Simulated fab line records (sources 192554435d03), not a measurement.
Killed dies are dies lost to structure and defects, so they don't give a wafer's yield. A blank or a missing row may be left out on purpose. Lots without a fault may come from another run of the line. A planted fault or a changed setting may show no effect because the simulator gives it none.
fab line records / flow n5-finfet
record lots=11 wafers=33 last-day=17
route steps=1938 shown MIM_TOP@1836 MIM_TOP_ETCH@1852 TV_LITHO@1880
lots that met no fault: taken from a fault-free run of the same line
start-h: the number of hours between the record's first day and the start of the first shown wafer of the lot / wait-h: time in hours since the lot's previous step / " repeats the value in the row above / L1.1+2: a single row standing in for several wafers / - no value, or no start was given / * or withheld: withheld / < > ~ a bound
route shown NAME@n: NAME is a module with steps in the file, n the number in the route of the first one / usual: mean/standard deviation taken from wafers without a fault / same: alike in all rows / chamber/n: place in a boat / sites: per-site readings / _std_site: their standard deviation / _edge_site: inner sites' mean taken away from outer sites' mean / radius-mm: for every site, how far away it sits from the centre of the wafer / mask NAME#n: copy n / behind: the last tool/chamber to shape the wafer / hold: what put the lot on hold/how long, in hours/how the hold closed / device: whichever transistor did not switch (one of n, p or np) / end of line: tests run on the same wafers once the route is complete / step lacking rows: just its recipe / killed: dies that structure and defects cost at the first sort, which is not the same as the wafer's yield / map: dies across one wafer; x = killed, . = not, _ = none there
set.NAME: the run value of the setting; set.NAME@STEP: its run value at that earlier step / model.NAME: the simulator's own value behind a step, which no gauge read
steps of the route over a sample of lots; a table a step, a row a wafer
services: when a tool's chamber went out of use (start-h, in hours from the record's first day, below 0 if earlier), for how many hours, and the reason
## steps
# step N5_MIM_TOP_ALD_02
# recipe material=Al2O3 target-thk-a=* temp-c=withheld ald-precursor-family=TMA ald-co-reactant=O3 pulse-time-s=withheld purge-time-s=3 co-reactant-purge-time-s=withheld co-reactant-pulse-time-s=3 ald-cycles=withheld
# usual precursor-pulse-height-rel=0.998/0.021
lot.wafer=L209.1 tool=ald-hk-02 chamber=1 start-h=- wait-h=- precursor-pulse-height-rel=0.990
lot.wafer=L209.4 tool=ald-hk-02 chamber=2 start-h=- wait-h=- precursor-pulse-height-rel=0.981
lot.wafer=L209.5 tool=ald-hk-02 chamber=1 start-h=- wait-h=- precursor-pulse-height-rel=0.988
lot.wafer=L212.1 tool=ald-hk-03 chamber=1 start-h=- wait-h=- precursor-pulse-height-rel=0.981
lot.wafer=L212.3 tool=ald-hk-03 chamber=3 start-h=- wait-h=- precursor-pulse-height-rel=1.017
lot.wafer=L212.5 tool=ald-hk-03 chamber=3 start-h=- wait-h=- precursor-pulse-height-rel=1.006
lot.wafer=L213.1 tool=ald-hk-02 chamber=0 start-h=- wait-h=- precursor-pulse-height-rel=0.996
lot.wafer=L213.5 tool=ald-hk-02 chamber=2 start-h=- wait-h=- precursor-pulse-height-rel=0.987
lot.wafer=L213.6 tool=ald-hk-02 chamber=3 start-h=- wait-h=- precursor-pulse-height-rel=1.008
lot.wafer=L214.1 tool=ald-hk-03 chamber=3 start-h=- wait-h=- precursor-pulse-height-rel=1.026
lot.wafer=L214.4 tool=ald-hk-03 chamber=0 start-h=- wait-h=- precursor-pulse-height-rel=1.012
lot.wafer=L214.6 tool=ald-hk-03 chamber=3 start-h=- wait-h=- precursor-pulse-height-rel=1.026
lot.wafer=L218.1 tool=ald-hk-02 chamber=1 start-h=- wait-h=- precursor-pulse-height-rel=1.000
lot.wafer=L218.2 tool=ald-hk-02 chamber=3 start-h=- wait-h=- precursor-pulse-height-rel=0.977
lot.wafer=L218.3 tool=ald-hk-02 chamber=2 start-h=- wait-h=- precursor-pulse-height-rel=1.006
lot.wafer=L225.2 tool=ald-hk-01 chamber=2 start-h=- wait-h=- precursor-pulse-height-rel=1.013
lot.wafer=L225.5 tool=ald-hk-01 chamber=1 start-h=- wait-h=- precursor-pulse-height-rel=0.987
lot.wafer=L225.6 tool=ald-hk-01 chamber=2 start-h=- wait-h=- precursor-pulse-height-rel=0.997
lot.wafer=L226.1 tool=ald-hk-02 chamber=3 start-h=- wait-h=- precursor-pulse-height-rel=0.928
lot.wafer=L226.4 tool=ald-hk-02 chamber=1 start-h=- wait-h=- precursor-pulse-height-rel=1.014
lot.wafer=L226.6 tool=ald-hk-02 chamber=3 start-h=- wait-h=- precursor-pulse-height-rel=1.014
lot.wafer=L224.2 tool=ald-hk-02 chamber=3 start-h=- wait-h=- precursor-pulse-height-rel=0.981
lot.wafer=L224.5 tool=ald-hk-02 chamber=2 start-h=- wait-h=- precursor-pulse-height-rel=0.977
lot.wafer=L224.6 tool=ald-hk-02 chamber=3 start-h=- wait-h=- precursor-pulse-height-rel=0.988
lot.wafer=L228.1 tool=ald-hk-02 chamber=0 start-h=- wait-h=- precursor-pulse-height-rel=1.001
lot.wafer=L228.2 tool=ald-hk-02 chamber=3 start-h=- wait-h=- precursor-pulse-height-rel=0.996
lot.wafer=L228.6 tool=ald-hk-02 chamber=0 start-h=- wait-h=- precursor-pulse-height-rel=1.022
lot.wafer=L227.3 tool=ald-hk-01 chamber=2 start-h=- wait-h=- precursor-pulse-height-rel=0.998
lot.wafer=L227.4 tool=ald-hk-01 chamber=1 start-h=- wait-h=- precursor-pulse-height-rel=1.042
lot.wafer=L227.6 tool=ald-hk-01 chamber=2 start-h=- wait-h=- precursor-pulse-height-rel=1.003
lot.wafer=L229.1 tool=ald-hk-02 chamber=3 start-h=- wait-h=- precursor-pulse-height-rel=1.000
lot.wafer=L229.2 tool=ald-hk-02 chamber=0 start-h=- wait-h=- precursor-pulse-height-rel=0.995
lot.wafer=L229.4 tool=ald-hk-02 chamber=2 start-h=- wait-h=- precursor-pulse-height-rel=0.993
# step N5_MIM_TOP_ETCH_STRIP_01
# recipe chemistry=O2 power-w=600 temp-c=60 pressure-mtorr=30 rf-frequency-hz=6e+07 bias-power-w=0 overash-fraction=0.5 o2-flow-sccm=225
# usual drypump-motor-current-A=5.7/0.4 oes-product-au=0.78/0.066 rf-vpp-V=3.5/1.4 showerhead-plenum-p-Torr=2.09/0.049 throttle-valve-pct=16.62/0.23
# same bias-power-w=0
lot.wafer=L209.1 tool=rie-diel-05 chamber=3 start-h=255.36 wait-h=0.1 drypump-motor-current-A=5.4 oes-product-au=0.72 rf-hours-counter-h=194 rf-vpp-V=3.4 showerhead-plenum-p-Torr=2.08 throttle-valve-pct=17.19
lot.wafer=L209.4 tool=rie-diel-05 chamber=1 start-h=255.36 wait-h=0.1 drypump-motor-current-A=6.2 oes-product-au=0.78 rf-hours-counter-h=119 rf-vpp-V=6.2 showerhead-plenum-p-Torr=2.11 throttle-valve-pct=16.96
lot.wafer=L209.5 tool=rie-diel-05 chamber=0 start-h=255.36 wait-h=0.1 drypump-motor-current-A=5.7 oes-product-au=0.69 rf-hours-counter-h=- rf-vpp-V=2.1 showerhead-plenum-p-Torr=2.07 throttle-valve-pct=17.09
lot.wafer=L212.1 tool=rie-diel-01 chamber=1 start-h=285.16 wait-h=0.2 drypump-motor-current-A=5.7 oes-product-au=0.81 rf-hours-counter-h=109 rf-vpp-V=3.3 showerhead-plenum-p-Torr=2.12 throttle-valve-pct=16.69
lot.wafer=L212.3 tool=rie-diel-01 chamber=2 start-h=285.16 wait-h=0.2 drypump-motor-current-A=5.7 oes-product-au=0.81 rf-hours-counter-h=90 rf-vpp-V=3.4 showerhead-plenum-p-Torr=2.04 throttle-valve-pct=16.45
lot.wafer=L212.5 tool=rie-diel-01 chamber=3 start-h=285.16 wait-h=0.2 drypump-motor-current-A=5.2 oes-product-au=0.92 rf-hours-counter-h=- rf-vpp-V=3.6 showerhead-plenum-p-Torr=2.13 throttle-valve-pct=16.37
lot.wafer=L213.1 tool=rie-diel-01 chamber=3 start-h=291.67 wait-h=0.1 drypump-motor-current-A=5.1 oes-product-au=0.91 rf-hours-counter-h=35 rf-vpp-V=2.9 showerhead-plenum-p-Torr=2.13 throttle-valve-pct=16.41
lot.wafer=L213.5 tool=rie-diel-01 chamber=3 start-h=291.67 wait-h=0.1 drypump-motor-current-A=5.2 oes-product-au=0.93 rf-hours-counter-h=- rf-vpp-V=4.9 showerhead-plenum-p-Torr=2.13 throttle-valve-pct=16.40
lot.wafer=L213.6 tool=rie-diel-01 chamber=2 start-h=291.67 wait-h=0.1 drypump-motor-current-A=5.7 oes-product-au=0.81 rf-hours-counter-h=- rf-vpp-V=1.6 showerhead-plenum-p-Torr=2.04 throttle-valve-pct=16.47
lot.wafer=L214.1 tool=rie-diel-03 chamber=2 start-h=296.61 wait-h=0.3 drypump-motor-current-A=5.5 oes-product-au=0.72 rf-hours-counter-h=173 rf-vpp-V=2.6 showerhead-plenum-p-Torr=2.09 throttle-valve-pct=16.61
lot.wafer=L214.4 tool=rie-diel-03 chamber=1 start-h=296.61 wait-h=0.3 drypump-motor-current-A=6.1 oes-product-au=0.71 rf-hours-counter-h=196 rf-vpp-V=6.4 showerhead-plenum-p-Torr=2.18 throttle-valve-pct=16.75
lot.wafer=L214.6 tool=rie-diel-03 chamber=1 start-h=296.61 wait-h=0.3 drypump-motor-current-A=6.1 oes-product-au=0.71 rf-hours-counter-h=- rf-vpp-V=4.2 showerhead-plenum-p-Torr=2.17 throttle-valve-pct=16.79
lot.wafer=L218.1 tool=rie-diel-01 chamber=2 start-h=325.83 wait-h=0.2 drypump-motor-current-A=5.7 oes-product-au=0.80 rf-hours-counter-h=106 rf-vpp-V=3.4 showerhead-plenum-p-Torr=2.03 throttle-valve-pct=16.49
lot.wafer=L218.2 tool=rie-diel-01 chamber=1 start-h=325.83 wait-h=0.2 drypump-motor-current-A=5.7 oes-product-au=0.79 rf-hours-counter-h=123 rf-vpp-V=4.5 showerhead-plenum-p-Torr=2.11 throttle-valve-pct=16.73
lot.wafer=L218.3 tool=rie-diel-01 chamber=3 start-h=325.83 wait-h=0.2 drypump-motor-current-A=5.1 oes-product-au=0.86 rf-hours-counter-h=47 rf-vpp-V=3.0 showerhead-plenum-p-Torr=2.13 throttle-valve-pct=16.36
lot.wafer=L225.2 tool=rie-diel-03 chamber=2 start-h=356.22 wait-h=0.1 drypump-motor-current-A=5.5 oes-product-au=0.70 rf-hours-counter-h=193 rf-vpp-V=4.7 showerhead-plenum-p-Torr=2.08 throttle-valve-pct=16.64
lot.wafer=L225.5 tool=rie-diel-03 chamber=0 start-h=356.22 wait-h=0.1 drypump-motor-current-A=6.2 oes-product-au=0.72 rf-hours-counter-h=- rf-vpp-V=3.6 showerhead-plenum-p-Torr=2.00 throttle-valve-pct=16.52
lot.wafer=L225.6 tool=rie-diel-03 chamber=2 start-h=356.22 wait-h=0.1 drypump-motor-current-A=5.4 oes-product-au=0.71 rf-hours-counter-h=- rf-vpp-V=2.5 showerhead-plenum-p-Torr=2.08 throttle-valve-pct=16.69
lot.wafer=L226.1 tool=rie-diel-05 chamber=2 start-h=357.89 wait-h=0.2 drypump-motor-current-A=5.0 oes-product-au=0.81 rf-hours-counter-h=67 rf-vpp-V=2.0 showerhead-plenum-p-Torr=2.13 throttle-valve-pct=16.23
lot.wafer=L226.4 tool=rie-diel-05 chamber=2 start-h=357.89 wait-h=0.2 drypump-motor-current-A=5.0 oes-product-au=0.85 rf-hours-counter-h=- rf-vpp-V=2.3 showerhead-plenum-p-Torr=2.13 throttle-valve-pct=16.16
lot.wafer=L226.6 tool=rie-diel-05 chamber=0 start-h=357.89 wait-h=0.2 drypump-motor-current-A=5.7 oes-product-au=0.93 rf-hours-counter-h=- rf-vpp-V=4.6 showerhead-plenum-p-Torr=2.07 throttle-valve-pct=16.64
lot.wafer=L224.2 tool=rie-diel-01 chamber=2 start-h=364.40 wait-h=0.1 drypump-motor-current-A=5.7 oes-product-au=0.76 rf-hours-counter-h=119 rf-vpp-V=0.8 showerhead-plenum-p-Torr=2.03 throttle-valve-pct=16.46
lot.wafer=L224.5 tool=rie-diel-01 chamber=1 start-h=364.40 wait-h=0.1 drypump-motor-current-A=5.8 oes-product-au=0.79 rf-hours-counter-h=- rf-vpp-V=5.0 showerhead-plenum-p-Torr=2.11 throttle-valve-pct=16.69
lot.wafer=L224.6 tool=rie-diel-01 chamber=2 start-h=364.40 wait-h=0.1 drypump-motor-current-A=5.7 oes-product-au=0.76 rf-hours-counter-h=- rf-vpp-V=6.2 showerhead-plenum-p-Torr=2.03 throttle-valve-pct=16.52
lot.wafer=L228.1 tool=rie-diel-05 chamber=0 start-h=386.44 wait-h=0.1 drypump-motor-current-A=5.7 oes-product-au=0.91 rf-hours-counter-h=27 rf-vpp-V=3.5 showerhead-plenum-p-Torr=2.06 throttle-valve-pct=16.65
lot.wafer=L228.2 tool=rie-diel-05 chamber=3 start-h=386.44 wait-h=0.1 drypump-motor-current-A=5.4 oes-product-au=0.72 rf-hours-counter-h=216 rf-vpp-V=4.2 showerhead-plenum-p-Torr=2.07 throttle-valve-pct=17.25
lot.wafer=L228.6 tool=rie-diel-05 chamber=2 start-h=386.44 wait-h=0.1 drypump-motor-current-A=5.0 oes-product-au=0.83 rf-hours-counter-h=- rf-vpp-V=4.3 showerhead-plenum-p-Torr=2.13 throttle-valve-pct=16.20
lot.wafer=L227.3 tool=rie-diel-03 chamber=0 start-h=393.24 wait-h=0.1 drypump-motor-current-A=6.1 oes-product-au=0.72 rf-hours-counter-h=191 rf-vpp-V=2.9 showerhead-plenum-p-Torr=2.00 throttle-valve-pct=16.57
lot.wafer=L227.4 tool=rie-diel-03 chamber=3 start-h=393.24 wait-h=0.1 drypump-motor-current-A=6.2 oes-product-au=0.79 rf-hours-counter-h=112 rf-vpp-V=2.1 showerhead-plenum-p-Torr=2.12 throttle-valve-pct=16.63
lot.wafer=L227.6 tool=rie-diel-03 chamber=3 start-h=393.24 wait-h=0.1 drypump-motor-current-A=6.3 oes-product-au=0.79 rf-hours-counter-h=- rf-vpp-V=2.0 showerhead-plenum-p-Torr=2.12 throttle-valve-pct=16.70
lot.wafer=L229.1 tool=rie-diel-01 chamber=3 start-h=395.76 wait-h=0.1 drypump-motor-current-A=5.1 oes-product-au=0.87 rf-hours-counter-h=69 rf-vpp-V=3.6 showerhead-plenum-p-Torr=2.12 throttle-valve-pct=16.39
lot.wafer=L229.2 tool=rie-diel-01 chamber=2 start-h=395.76 wait-h=0.1 drypump-motor-current-A=5.7 oes-product-au=0.76 rf-hours-counter-h=128 rf-vpp-V=2.0 showerhead-plenum-p-Torr=2.02 throttle-valve-pct=16.46
lot.wafer=L229.4 tool=rie-diel-01 chamber=0 start-h=395.76 wait-h=0.1 drypump-motor-current-A=5.6 oes-product-au=0.69 rf-hours-counter-h=- rf-vpp-V=4.1 showerhead-plenum-p-Torr=2.08 throttle-valve-pct=16.81
# step N5_PASSIVATION_PEB_08
# recipe peb-temp-c=withheld peb-time-s=*
lot.wafer=L209.1+4+5 tool=litho-track-01 chamber=0 start-h=257.44 wait-h=0.1
lot.wafer=L212.1+3+5 tool=litho-track-02 chamber=0 start-h=286.94 wait-h=0.1
lot.wafer=L213.1+5+6 tool=litho-track-02 chamber=0 start-h=293.56 wait-h=0.1
lot.wafer=L214.1+4+6 tool=litho-track-01 chamber=0 start-h=298.41 wait-h=0.1
lot.wafer=L218.1+2+3 tool=litho-track-02 chamber=0 start-h=327.76 wait-h=0.1
lot.wafer=L225.2+5+6 tool=litho-track-04 chamber=0 start-h=358.13 wait-h=0.0
lot.wafer=L226.1+4+6 tool=litho-track-01 chamber=0 start-h=361.89 wait-h=0.1
lot.wafer=L224.2+5+6 tool=litho-track-04 chamber=0 start-h=366.41 wait-h=0.0
lot.wafer=L228.1+2+6 tool=litho-track-04 chamber=0 start-h=388.12 wait-h=0.1
lot.wafer=L227.3+4+6 tool=litho-track-01 chamber=0 start-h=395.55 wait-h=0.0
lot.wafer=L229.1+2+4 tool=litho-track-02 chamber=0 start-h=397.62 wait-h=0.1
# step N5_PASSIVATION_CD_MEAS_10
# recipe target-cd-nm=3000 landing-energy-ev=500 detector=se-inlens
# usual cd-nm=2999.9/1.7
lot.wafer=L209.1 tool=cd-sem-01 chamber=0 start-h=257.56 wait-h=- cd-nm=2999.7
lot.wafer=L209.4 tool=cd-sem-01 chamber=0 start-h=257.56 wait-h=- cd-nm=3000.3
lot.wafer=L209.5 tool=cd-sem-01 chamber=0 start-h=257.56 wait-h=- cd-nm=3003.6
lot.wafer=L212.1 tool=cd-sem-03 chamber=0 start-h=287.06 wait-h=- cd-nm=3000.7
lot.wafer=L212.3 tool=cd-sem-03 chamber=0 start-h=287.06 wait-h=- cd-nm=3002.1
lot.wafer=L212.5 tool=cd-sem-03 chamber=0 start-h=287.06 wait-h=- cd-nm=3000.0
lot.wafer=L213.1 tool=cd-sem-01 chamber=0 start-h=293.68 wait-h=- cd-nm=2978.9
lot.wafer=L213.5 tool=cd-sem-01 chamber=0 start-h=293.68 wait-h=- cd-nm=2979.0
lot.wafer=L213.6 tool=cd-sem-01 chamber=0 start-h=293.68 wait-h=- cd-nm=2978.9
lot.wafer=L214.1 tool=cd-sem-03 chamber=0 start-h=298.53 wait-h=- cd-nm=2999.1
lot.wafer=L214.4 tool=cd-sem-03 chamber=0 start-h=298.53 wait-h=- cd-nm=3000.1
lot.wafer=L214.6 tool=cd-sem-03 chamber=0 start-h=298.53 wait-h=- cd-nm=2998.9
lot.wafer=L218.1 tool=cd-sem-03 chamber=0 start-h=327.88 wait-h=- cd-nm=2978.2
lot.wafer=L218.2 tool=cd-sem-03 chamber=0 start-h=327.88 wait-h=- cd-nm=2980.0
lot.wafer=L218.3 tool=cd-sem-03 chamber=0 start-h=327.88 wait-h=- cd-nm=2979.4
lot.wafer=L225.2 tool=cd-sem-03 chamber=0 start-h=358.25 wait-h=- cd-nm=3000.4
lot.wafer=L225.5 tool=cd-sem-03 chamber=0 start-h=358.25 wait-h=- cd-nm=3000.8
lot.wafer=L225.6 tool=cd-sem-03 chamber=0 start-h=358.25 wait-h=- cd-nm=2998.4
lot.wafer=L226.1 tool=cd-sem-02 chamber=0 start-h=362.02 wait-h=- cd-nm=3002.0
lot.wafer=L226.4 tool=cd-sem-02 chamber=0 start-h=362.02 wait-h=- cd-nm=3000.7
lot.wafer=L226.6 tool=cd-sem-02 chamber=0 start-h=362.02 wait-h=- cd-nm=3001.3
lot.wafer=L224.2 tool=cd-sem-02 chamber=0 start-h=366.53 wait-h=- cd-nm=2999.2
lot.wafer=L224.5 tool=cd-sem-02 chamber=0 start-h=366.53 wait-h=- cd-nm=2998.3
lot.wafer=L224.6 tool=cd-sem-02 chamber=0 start-h=366.53 wait-h=- cd-nm=2998.8
lot.wafer=L228.1 tool=cd-sem-01 chamber=0 start-h=388.24 wait-h=- cd-nm=3002.0
lot.wafer=L228.2 tool=cd-sem-01 chamber=0 start-h=388.24 wait-h=- cd-nm=2999.6
lot.wafer=L228.6 tool=cd-sem-01 chamber=0 start-h=388.24 wait-h=- cd-nm=3001.6
lot.wafer=L227.3 tool=cd-sem-03 chamber=0 start-h=395.67 wait-h=- cd-nm=2999.8
lot.wafer=L227.4 tool=cd-sem-03 chamber=0 start-h=395.67 wait-h=- cd-nm=2999.9
lot.wafer=L227.6 tool=cd-sem-03 chamber=0 start-h=395.67 wait-h=- cd-nm=2998.9
lot.wafer=L229.1 tool=cd-sem-01 chamber=0 start-h=397.74 wait-h=- cd-nm=3001.6
lot.wafer=L229.2 tool=cd-sem-01 chamber=0 start-h=397.74 wait-h=- cd-nm=3000.6
lot.wafer=L229.4 tool=cd-sem-01 chamber=0 start-h=397.74 wait-h=- cd-nm=2999.3
# step N5_PASSIVATION_OVL_MEAS_60
# recipe points-per-wafer=44
# usual TV_OVL=5/5.2
lot.wafer=L209.1 tool=overlay-02 chamber=0 start-h=257.60 wait-h=0.0 TV_OVL[nm]=1
lot.wafer=L209.4 tool=overlay-02 chamber=0 start-h=257.60 wait-h=0.0 TV_OVL[nm]=2
lot.wafer=L209.5 tool=overlay-02 chamber=0 start-h=257.60 wait-h=0.0 TV_OVL[nm]=5
lot.wafer=L212.1 tool=overlay-01 chamber=0 start-h=287.09 wait-h=0.0 TV_OVL[nm]=5
lot.wafer=L212.3 tool=overlay-01 chamber=0 start-h=287.09 wait-h=0.0 TV_OVL[nm]=11
lot.wafer=L212.5 tool=overlay-01 chamber=0 start-h=287.09 wait-h=0.0 TV_OVL[nm]=4
lot.wafer=L213.1 tool=overlay-02 chamber=0 start-h=293.71 wait-h=0.0 TV_OVL[nm]=6
lot.wafer=L213.5 tool=overlay-02 chamber=0 start-h=293.71 wait-h=0.0 TV_OVL[nm]=0
lot.wafer=L213.6 tool=overlay-02 chamber=0 start-h=293.71 wait-h=0.0 TV_OVL[nm]=-1
lot.wafer=L214.1 tool=overlay-02 chamber=0 start-h=298.56 wait-h=0.0 TV_OVL[nm]=15
lot.wafer=L214.4 tool=overlay-02 chamber=0 start-h=298.56 wait-h=0.0 TV_OVL[nm]=5
lot.wafer=L214.6 tool=overlay-02 chamber=0 start-h=298.56 wait-h=0.0 TV_OVL[nm]=0
lot.wafer=L218.1 tool=overlay-02 chamber=0 start-h=327.92 wait-h=0.0 TV_OVL[nm]=6
lot.wafer=L218.2 tool=overlay-02 chamber=0 start-h=327.92 wait-h=0.0 TV_OVL[nm]=2
lot.wafer=L218.3 tool=overlay-02 chamber=0 start-h=327.92 wait-h=0.0 TV_OVL[nm]=9
lot.wafer=L225.2 tool=overlay-02 chamber=0 start-h=358.27 wait-h=0.0 TV_OVL[nm]=7
lot.wafer=L225.5 tool=overlay-02 chamber=0 start-h=358.27 wait-h=0.0 TV_OVL[nm]=1
lot.wafer=L225.6 tool=overlay-02 chamber=0 start-h=358.27 wait-h=0.0 TV_OVL[nm]=9
lot.wafer=L226.1 tool=overlay-01 chamber=0 start-h=362.05 wait-h=0.0 TV_OVL[nm]=8
lot.wafer=L226.4 tool=overlay-01 chamber=0 start-h=362.05 wait-h=0.0 TV_OVL[nm]=10
lot.wafer=L226.6 tool=overlay-01 chamber=0 start-h=362.05 wait-h=0.0 TV_OVL[nm]=2
lot.wafer=L224.2 tool=overlay-02 chamber=0 start-h=366.56 wait-h=0.0 TV_OVL[nm]=1
lot.wafer=L224.5 tool=overlay-02 chamber=0 start-h=366.56 wait-h=0.0 TV_OVL[nm]=9
lot.wafer=L224.6 tool=overlay-02 chamber=0 start-h=366.56 wait-h=0.0 TV_OVL[nm]=-6
lot.wafer=L228.1 tool=overlay-02 chamber=0 start-h=388.27 wait-h=0.0 TV_OVL[nm]=5
lot.wafer=L228.2 tool=overlay-02 chamber=0 start-h=388.27 wait-h=0.0 TV_OVL[nm]=6
lot.wafer=L228.6 tool=overlay-02 chamber=0 start-h=388.27 wait-h=0.0 TV_OVL[nm]=9
lot.wafer=L227.3 tool=overlay-02 chamber=0 start-h=395.70 wait-h=0.0 TV_OVL[nm]=9
lot.wafer=L227.4 tool=overlay-02 chamber=0 start-h=395.70 wait-h=0.0 TV_OVL[nm]=12
lot.wafer=L227.6 tool=overlay-02 chamber=0 start-h=395.70 wait-h=0.0 TV_OVL[nm]=8
lot.wafer=L229.1 tool=overlay-02 chamber=0 start-h=397.77 wait-h=0.0 TV_OVL[nm]=0
lot.wafer=L229.2 tool=overlay-02 chamber=0 start-h=397.77 wait-h=0.0 TV_OVL[nm]=2
lot.wafer=L229.4 tool=overlay-02 chamber=0 start-h=397.77 wait-h=0.0 TV_OVL[nm]=-2
## services
tool=rie-diel-01 chamber=- start-h=232.90 hours=2.8 kind=pm
tool=ald-hk-03 chamber=- start-h=235.94 hours=8.7 kind=pm
tool=rie-diel-03 chamber=2 start-h=248.66 hours=32.5 kind=repair
tool=rie-diel-05 chamber=- start-h=255.94 hours=4.4 kind=repair
tool=rie-diel-03 chamber=3 start-h=261.12 hours=1.6 kind=repair
tool=rie-diel-05 chamber=0 start-h=261.54 hours=- kind=clean
tool=rie-diel-05 chamber=0 start-h=261.54 hours=- kind=consumable-replace:focus-ring
tool=rie-diel-05 chamber=0 start-h=261.54 hours=20.1 kind=scheduled-down
tool=rie-diel-05 chamber=0 start-h=261.54 hours=20.1 kind=vent-cycle
tool=rie-diel-05 chamber=- start-h=265.35 hours=34.4 kind=repair
tool=ald-hk-01 chamber=- start-h=280.37 hours=14.6 kind=pm
tool=ald-hk-01 chamber=- start-h=296.56 hours=1.8 kind=repair
tool=ald-hk-01 chamber=- start-h=301.82 hours=8.7 kind=pm
tool=rie-diel-03 chamber=1 start-h=349.49 hours=7.0 kind=repair
tool=rie-diel-05 chamber=3 start-h=353.07 hours=7.0 kind=repair
tool=ald-hk-03 chamber=- start-h=383.64 hours=0.4 kind=repair
## key
first-sign step=N5_PASSIVATION_CD_MEAS_10 reading=cd-nm direction=down sigmas=12 usual=2999.9 struck=2979.0
effect none on later readings
met-at N5_PASSIVATION_PEB_08
struck-lots L213,L218
not-acting-at N5_MIM_TOP_ALD_02,N5_MIM_TOP_ETCH_STRIP_01,N5_PASSIVATION_OVL_MEAS_60
onset-between 286.94 293.56
fault kind=process-parameter-drift tool=litho-track-02 chamber=- onset-h=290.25 steps=N5_PASSIVATION_PEB_08 channel=peb-time-s offset=* shape=step end-h=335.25 acts-in=* stated=*
